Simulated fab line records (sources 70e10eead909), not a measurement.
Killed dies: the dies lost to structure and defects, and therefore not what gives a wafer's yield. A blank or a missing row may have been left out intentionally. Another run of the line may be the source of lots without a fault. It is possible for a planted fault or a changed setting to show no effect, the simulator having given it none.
Which tool was responsible? | flow nand_harc | 21 lots, 63 wafers sampled, at 5 steps of a route of 1302

== WHAT EACH GAUGE READ, for each wafer ==
NHARC_A_STAIRCASE_INSPECT_155.
lot  | measured     | on                | raw_defect_count
L075 | day 19 00:55 | defect_inspect-02 | 384 432 319
L076 | day 20 02:26 | defect_inspect-01 | 597 419 406
L077 | day 20 09:59 | defect_inspect-01 | 404 402 412
L078 | day 20 19:09 | defect_inspect-02 | 305 360 274
L079 | day 20 18:50 | defect_inspect-02 | 295 327 248
L081 | day 22 06:17 | defect_inspect-02 | 373 310 283
L080 | day 22 07:23 | defect_inspect-02 | 377 689 491
L082 | day 22 06:23 | defect_inspect-02 | 320 343 305
L083 | day 22 10:48 | defect_inspect-01 | 411 371 316
L084 | day 24 00:25 | defect_inspect-02 | 377 330 360
L085 | day 24 11:24 | defect_inspect-01 | 335 329 287
L086 | day 24 11:03 | defect_inspect-01 | 358 413 287
L088 | day 25 09:03 | defect_inspect-01 | 376 377 414
L090 | day 25 19:56 | defect_inspect-01 | 264 279 295
L092 | day 25 22:36 | defect_inspect-01 | 423 395 433
L091 | day 26 02:22 | defect_inspect-02 | 412 420 437
L093 | day 27 13:58 | defect_inspect-02 | 283 322 299
L095 | day 27 21:38 | defect_inspect-01 | 380 285 383
L094 | day 28 01:58 | defect_inspect-01 | 221 353 326
L097 | day 28 01:44 | defect_inspect-01 | 475 327 347
L096 | day 28 14:37 | defect_inspect-02 | 331 476 467

== WHAT TOOL EACH LOT RAN ON (gives the tool, then ch and the chambers of the sampled wafers, and finally the start) ==
lot  | NHARC_A_STAIRCASE_ETCH_451                    | NHARC_A_STAIRCASE_HM_OPEN_463                 | NHARC_A_STAIRCASE_ETCH_453                    | NHARC_A_STAIRCASE_DEP_471
L075 | rie_diel-03 ch 0,1,3, day 19 00:19 or earlier | rie_diel-05 ch 0,1,2, day 19 00:19 or earlier | rie_diel-05 ch 1,2,3, day 19 00:19 or earlier | pecvd-02 ch 0,1,2, day 19 00:19
L076 | rie_diel-05 ch 0,3, day 20 01:52 or earlier   | rie_diel-07 ch 0,1, day 20 01:52 or earlier   | rie_diel-07 ch 2,3, day 20 01:52 or earlier   | pecvd-03 ch 0,1,2, day 20 01:52
L077 | rie_diel-07 ch 0,3, day 20 09:22 or earlier   | rie_diel-05 ch 1,2, day 20 09:22 or earlier   | rie_diel-05 ch 0,2,3, day 20 09:22 or earlier | pecvd-04 ch 1,2, day 20 09:22
L078 | rie_diel-07 ch 0,1,3, day 18 17:04 or earlier | rie_diel-03 ch 1,2, day 18 17:04              | rie_diel-03 ch 2,3, day 18 17:35              | pecvd-02 ch 0,1,2, day 20 18:34
L079 | rie_diel-07 ch 0,1,2, day 20 18:15 or earlier | rie_diel-03 ch 1,3, day 20 18:15 or earlier   | rie_diel-03 ch 2,3, day 20 18:15 or earlier   | pecvd-02 ch 0,1,2, day 20 18:15
L081 | rie_diel-07 ch 2,3, day 22 05:41 or earlier   | rie_diel-03 ch 0,2,3, day 22 05:41 or earlier | rie_diel-03 ch 2,3, day 22 05:41 or earlier   | pecvd-02 ch 1,2, day 22 05:41
L080 | rie_diel-05 ch 0,2,3, day 22 06:47 or earlier | rie_diel-07 ch 0,2,3, day 22 06:47 or earlier | rie_diel-07 ch 0,3, day 22 06:47 or earlier   | pecvd-03 ch 0,1, day 22 06:47
L082 | rie_diel-03 ch 2,3, day 22 05:47 or earlier   | rie_diel-07 ch 1,2,3, day 22 05:47 or earlier | rie_diel-07 ch 1,2,3, day 22 05:47 or earlier | pecvd-04 ch 0,1, day 22 05:47
L083 | rie_diel-05 ch 0,1,3, day 22 10:12 or earlier | rie_diel-07 ch 0,1,3, day 22 10:12 or earlier | rie_diel-07 ch 1,2, day 22 10:12 or earlier   | pecvd-04 ch 0,1,2, day 22 10:12
L084 | rie_diel-03 ch 0,1,2, day 23 23:53 or earlier | rie_diel-07 ch 1,2,3, day 23 23:53 or earlier | rie_diel-07 ch 1,2,3, day 23 23:53 or earlier | pecvd-02 ch 0,1,2, day 23 23:53
L085 | rie_diel-07 ch 0,2,3, day 24 10:46 or earlier | rie_diel-07 ch 0,2,3, day 24 10:46 or earlier | rie_diel-07 ch 0,1,3, day 24 10:46 or earlier | pecvd-03 ch 1,2, day 24 10:46
L086 | rie_diel-05 ch 0,2, day 24 10:25 or earlier   | rie_diel-03 ch 0,1, day 24 10:25 or earlier   | rie_diel-03 ch 0,2,3, day 24 10:25 or earlier | pecvd-04 ch 0,1,2, day 24 10:25
L088 | rie_diel-07 ch 2,3, day 25 08:26 or earlier   | rie_diel-05 ch 1,2, day 25 08:26 or earlier   | rie_diel-05 ch 0,3, day 25 08:26 or earlier   | pecvd-03 ch 0,2, day 25 08:26
L090 | rie_diel-07 ch 0,2, day 25 19:22 or earlier   | rie_diel-03 ch 1,2,3, day 25 19:22 or earlier | rie_diel-03 ch 0,1,2, day 25 19:22 or earlier | pecvd-04 ch 0,1,2, day 25 19:22
L092 | rie_diel-03 ch 0,2, day 25 22:02 or earlier   | rie_diel-05 ch 0,3, day 25 22:02 or earlier   | rie_diel-05 ch 1,2,3, day 25 22:02 or earlier | pecvd-04 ch 0,2, day 25 22:02
L091 | rie_diel-07 ch 0,2, day 26 01:45 or earlier   | rie_diel-03 ch 1,3, day 26 01:45 or earlier   | rie_diel-03 ch 1,2,3, day 26 01:45 or earlier | pecvd-04 ch 0,1,2, day 26 01:45
L093 | rie_diel-07 ch 2,3, day 27 13:20 or earlier   | rie_diel-07 ch 0,1,2, day 27 13:20 or earlier | rie_diel-07 ch 2,3, day 27 13:20 or earlier   | pecvd-02 ch 0,2, day 27 13:20
L095 | rie_diel-07 ch 1,2,3, day 27 21:01 or earlier | rie_diel-07 ch 0,2,3, day 27 21:01 or earlier | rie_diel-07 ch 1,2, day 27 21:01 or earlier   | pecvd-02 ch 0,2, day 27 21:01
L094 | rie_diel-03 ch 1,3, day 28 01:20 or earlier   | rie_diel-03 ch 1,3, day 28 01:20 or earlier   | rie_diel-03 ch 1,3, day 28 01:20 or earlier   | pecvd-03 ch 1,2, day 28 01:20
L097 | rie_diel-03 ch 1,2,3, day 28 01:07 or earlier | rie_diel-07 ch 0,2,3, day 28 01:07 or earlier | rie_diel-07 ch 0,2, day 28 01:07 or earlier   | pecvd-03 ch 0,1,2, day 28 01:07
L096 | rie_diel-03 ch 1,2, day 28 14:01 or earlier   | rie_diel-07 ch 2,3, day 28 14:01 or earlier   | rie_diel-07 ch 0,1,3, day 28 14:01 or earlier | pecvd-03 ch 1,2, day 28 14:01
- NHARC_A_STAIRCASE_ETCH_451: etches the open film in CF4/O2, target depth 30 nm, overetch 3 nm, time 16.5 s.
- NHARC_A_STAIRCASE_HM_OPEN_463: chemistry O2/COS.
- NHARC_A_STAIRCASE_ETCH_453: etches the open film in CF4/O2, target depth 30 nm, overetch 3 nm, time 16.5 s.
- NHARC_A_STAIRCASE_DEP_471: deposits SiO2, target thk 100 nm.

== WHAT THE TOOLS THEMSELVES READ (means of the sampled wafers that have a number; where no wafer has one, the mark that the record gives instead) ==
NHARC_A_STAIRCASE_ETCH_451.
lot  | tool        | bias_w (W) | drypump_motor_current_A (A) | mfc_ar_sccm (sccm) | oes_product_au (a.u.) | rf_vpp_V (V) | showerhead_plenum_p_Torr (Torr) | throttle_valve_pct (%)
L075 | rie_diel-03 | 100.1      | 6.1                         | 0.003              | 1.004                 | 197.7        | 1.31                            | 13.394
L076 | rie_diel-05 | 100.4      | 5.1                         | 0.011              | 1.010                 | 197.8        | 1.36                            | 13.392
L077 | rie_diel-07 | 99.8       | 6.0                         | 0.018              | 1.001                 | 198.3        | 1.39                            | 13.396
L078 | rie_diel-07 | 100.2      | 5.9                         | 0.016              | 1.002                 | 200.2        | 1.40                            | 13.396
L079 | rie_diel-07 | 100.1      | 5.8                         | 0.009              | 1.003                 | 198.2        | 1.36                            | 13.399
L081 | rie_diel-07 | 99.8       | 5.8                         | 0.007              | 0.991                 | 196.3        | 1.29                            | 13.399
L080 | rie_diel-05 | 100.0      | 5.4                         | 0.011              | 0.992                 | 198.4        | 1.38                            | 13.397
L082 | rie_diel-03 | 100.2      | 6.2                         | 0.009              | 1.005                 | 198.5        | 1.43                            | 13.398
L083 | rie_diel-05 | 100.0      | 5.1                         | 0.013              | 0.996                 | 197.8        | 1.33                            | 13.408
L084 | rie_diel-03 | 100.0      | 5.9                         | 0.007              | 1.001                 | 198.3        | 1.37                            | 13.403
L085 | rie_diel-07 | 99.6       | 5.9                         | 0.012              | 0.999                 | 197.7        | 1.33                            | 13.407
L086 | rie_diel-05 | 100.2      | 5.2                         | 0.021              | 0.999                 | 197.8        | 1.38                            | 13.400
L088 | rie_diel-07 | 100.2      | 6.0                         | 0.013              | 1.005                 | 197.6        | 1.33                            | 13.392
L090 | rie_diel-07 | 99.9       | 5.8                         | 0.011              | 0.998                 | 197.9        | 1.33                            | 13.401
L092 | rie_diel-03 | 99.9       | 5.8                         | 0.005              | 1.005                 | 197.8        | 1.30                            | 13.407
L091 | rie_diel-07 | 99.8       | 5.8                         | 0.006              | 0.994                 | 197.5        | 1.29                            | 13.403
L093 | rie_diel-07 | 100.3      | 5.8                         | 0.007              | 0.997                 | 196.5        | 1.28                            | 13.403
L095 | rie_diel-07 | 100.1      | 5.9                         | 0.010              | 0.999                 | 196.8        | 1.34                            | 13.402
L094 | rie_diel-03 | 100.0      | 6.4                         | 0.003              | 0.995                 | 199.7        | 1.43                            | 13.403
L097 | rie_diel-03 | 100.2      | 6.3                         | 0.007              | 1.004                 | 199.6        | 1.43                            | 13.396
L096 | rie_diel-03 | 100.0      | 6.1                         | 0.012              | 1.012                 | 199.2        | 1.42                            | 13.402

NHARC_A_STAIRCASE_HM_OPEN_463.
lot  | tool        | bias_w (W) | drypump_motor_current_A (A) | mfc_ar_sccm (sccm) | oes_product_au (a.u.) | rf_vpp_V (V) | showerhead_plenum_p_Torr (Torr) | throttle_valve_pct (%)
L075 | rie_diel-05 | 300.0      | 5.5                         | 0.013              | 0.990                 | 468          | 3.18                            | 28.322
L076 | rie_diel-07 | 298.8      | 5.8                         | 0.012              | 0.994                 | 471          | 3.31                            | 28.331
L077 | rie_diel-05 | 300.7      | 6.0                         | 0.002              | 0.985                 | 469          | 3.22                            | 28.326
L078 | rie_diel-03 | 299.5      | 6.1                         | 0.012              | 1.001                 | 469          | 3.19                            | 28.336
L079 | rie_diel-03 | 300.1      | 6.3                         | 0.005              | 0.995                 | 465          | 3.05                            | 28.335
L081 | rie_diel-03 | 300.2      | 6.1                         | 0.005              | 0.999                 | 469          | 3.20                            | 28.330
L080 | rie_diel-07 | 299.8      | 5.9                         | 0.012              | 1.004                 | 467          | 3.12                            | 28.329
L082 | rie_diel-07 | 300.2      | 5.9                         | 0.010              | 0.993                 | 468          | 3.16                            | 28.321
L083 | rie_diel-07 | 299.7      | 5.9                         | 0.016              | 0.997                 | 471          | 3.26                            | 28.325
L084 | rie_diel-07 | 300.3      | 5.9                         | 0.010              | 1.001                 | 468          | 3.15                            | 28.334
L085 | rie_diel-07 | 300.0      | 5.9                         | 0.012              | 1.004                 | 467          | 3.11                            | 28.340
L086 | rie_diel-03 | 300.1      | 5.8                         | 0.003              | 1.003                 | 466          | 3.06                            | 28.326
L088 | rie_diel-05 | 299.3      | 5.7                         | 0.004              | 1.003                 | 466          | 3.08                            | 28.334
L090 | rie_diel-03 | 299.2      | 6.3                         | 0.007              | 1.008                 | 472          | 3.33                            | 28.335
L092 | rie_diel-05 | 299.3      | 4.9                         | 0.021              | 1.011                 | 468          | 3.16                            | 28.331
L091 | rie_diel-03 | 300.1      | 6.5                         | 0.003              | 1.012                 | 472          | 3.34                            | 28.334
L093 | rie_diel-07 | 299.2      | 5.8                         | 0.009              | 0.997                 | 467          | 3.14                            | 28.343
L095 | rie_diel-07 | 299.7      | 5.9                         | 0.012              | 0.996                 | 466          | 3.10                            | 28.318
L094 | rie_diel-03 | 300.5      | 6.5                         | 0.003              | 0.998                 | 471          | 3.33                            | 28.328
L097 | rie_diel-07 | 300.5      | 5.9                         | 0.012              | 0.993                 | 467          | 3.10                            | 28.325
L096 | rie_diel-07 | 300.7      | 6.0                         | 0.013              | 0.997                 | 466          | 3.09                            | 28.330

NHARC_A_STAIRCASE_ETCH_453.
lot  | tool        | bias_w (W) | drypump_motor_current_A (A) | mfc_ar_sccm (sccm) | oes_product_au (a.u.) | rf_vpp_V (V) | showerhead_plenum_p_Torr (Torr) | throttle_valve_pct (%)
L075 | rie_diel-05 | 100.22     | 5.7                         | 0.002              | 0.996                 | 198.3        | 1.35                            | 13.390
L076 | rie_diel-07 | 100.10     | 5.9                         | 0.007              | 0.992                 | 197.4        | 1.29                            | 13.391
L077 | rie_diel-05 | 100.02     | 5.4                         | 0.011              | 0.997                 | 198.8        | 1.38                            | 13.391
L078 | rie_diel-03 | 100.13     | 6.2                         | 0.009              | 1.001                 | 199.4        | 1.43                            | 13.409
L079 | rie_diel-03 | 100.13     | 6.2                         | 0.009              | 1.004                 | 199.7        | 1.43                            | 13.394
L081 | rie_diel-03 | 99.72      | 6.3                         | 0.009              | 1.010                 | 200.1        | 1.43                            | 13.387
L080 | rie_diel-07 | 99.96      | 6.1                         | 0.019              | 0.994                 | 198.5        | 1.37                            | 13.393
L082 | rie_diel-07 | 100.00     | 5.9                         | 0.010              | 0.993                 | 197.8        | 1.35                            | 13.399
L083 | rie_diel-07 | 99.90      | 5.8                         | 0.003              | 1.001                 | 196.5        | 1.30                            | 13.398
L084 | rie_diel-07 | 99.99      | 5.9                         | 0.010              | 0.989                 | 198.7        | 1.35                            | 13.405
L085 | rie_diel-07 | 100.32     | 6.0                         | 0.016              | 1.004                 | 198.7        | 1.39                            | 13.407
L086 | rie_diel-03 | 99.87      | 6.1                         | 0.005              | 1.017                 | 197.9        | 1.36                            | 13.395
L088 | rie_diel-05 | 99.98      | 4.9                         | 0.021              | 0.991                 | 198.0        | 1.35                            | 13.406
L090 | rie_diel-03 | 99.80      | 5.9                         | 0.007              | 1.004                 | 197.8        | 1.37                            | 13.392
L092 | rie_diel-05 | 100.03     | 5.7                         | 0.002              | 0.998                 | 197.2        | 1.34                            | 13.402
L091 | rie_diel-03 | 100.20     | 6.3                         | 0.007              | 1.004                 | 199.3        | 1.43                            | 13.393
L093 | rie_diel-07 | 100.43     | 6.0                         | 0.013              | 0.997                 | 197.9        | 1.32                            | 13.385
L095 | rie_diel-07 | 99.78      | 5.8                         | 0.007              | 0.995                 | 198.7        | 1.36                            | 13.395
L094 | rie_diel-03 | 100.01     | 6.4                         | 0.003              | 0.992                 | 200.3        | 1.42                            | 13.400
L097 | rie_diel-07 | 100.12     | 5.8                         | 0.011              | 1.004                 | 197.7        | 1.32                            | 13.391
L096 | rie_diel-07 | 99.98      | 5.9                         | 0.016              | 0.997                 | 199.1        | 1.38                            | 13.394

NHARC_A_STAIRCASE_DEP_471.
lot  | tool     | heater_power_w (W) | throttle_valve_pct (%)
L075 | pecvd-02 | 630                | 15.8
L076 | pecvd-03 | 558                | 15.9
L077 | pecvd-04 | 517                | 16.1
L078 | pecvd-02 | 638                | 15.8
L079 | pecvd-02 | 586                | 15.9
L081 | pecvd-02 | 567                | 15.6
L080 | pecvd-03 | 556                | 16.6
L082 | pecvd-04 | 574                | 15.8
L083 | pecvd-04 | 526                | 15.9
L084 | pecvd-02 | 579                | 16.1
L085 | pecvd-03 | 456                | 15.5
L086 | pecvd-04 | 566                | 15.9
L088 | pecvd-03 | 601                | 15.5
L090 | pecvd-04 | 572                | 16.2
L092 | pecvd-04 | 539                | 15.9
L091 | pecvd-04 | 555                | 16.2
L093 | pecvd-02 | 643                | 16.0
L095 | pecvd-02 | 564                | 16.1
L094 | pecvd-03 | 430                | 15.7
L097 | pecvd-03 | 521                | 15.8
L096 | pecvd-03 | 457                | 15.8

== THE ANSWER, worked out from the rows above alone ==
Rule: usual is defined by the lots themselves. The widest of any qualifying gaps counts: lots, ordered by their means at a reading, are off when they make up no more than a third of the lots, leave a main group of 4 or more, and stand apart from it by 3 or more times the standard deviation of that group's means. The tables above print the reading to a certain number of digits; a main group whose means all agree to those digits is not used. Also off: a lot with no number at a reading for which 4 or more lots have one. All remaining lots with rows at the step are treated as sound. The gauges are gone through in route order, then the tools' own readings, and for those a lot's mean is taken as printed above. The first step at which some lot is off is used, and at that step the reading that is off furthest; a lot without a number counts as furthest.
None of the lots is off at any reading shown; this tells nothing.

== WHAT WAS PUT IN BY THE SIMULATOR ==
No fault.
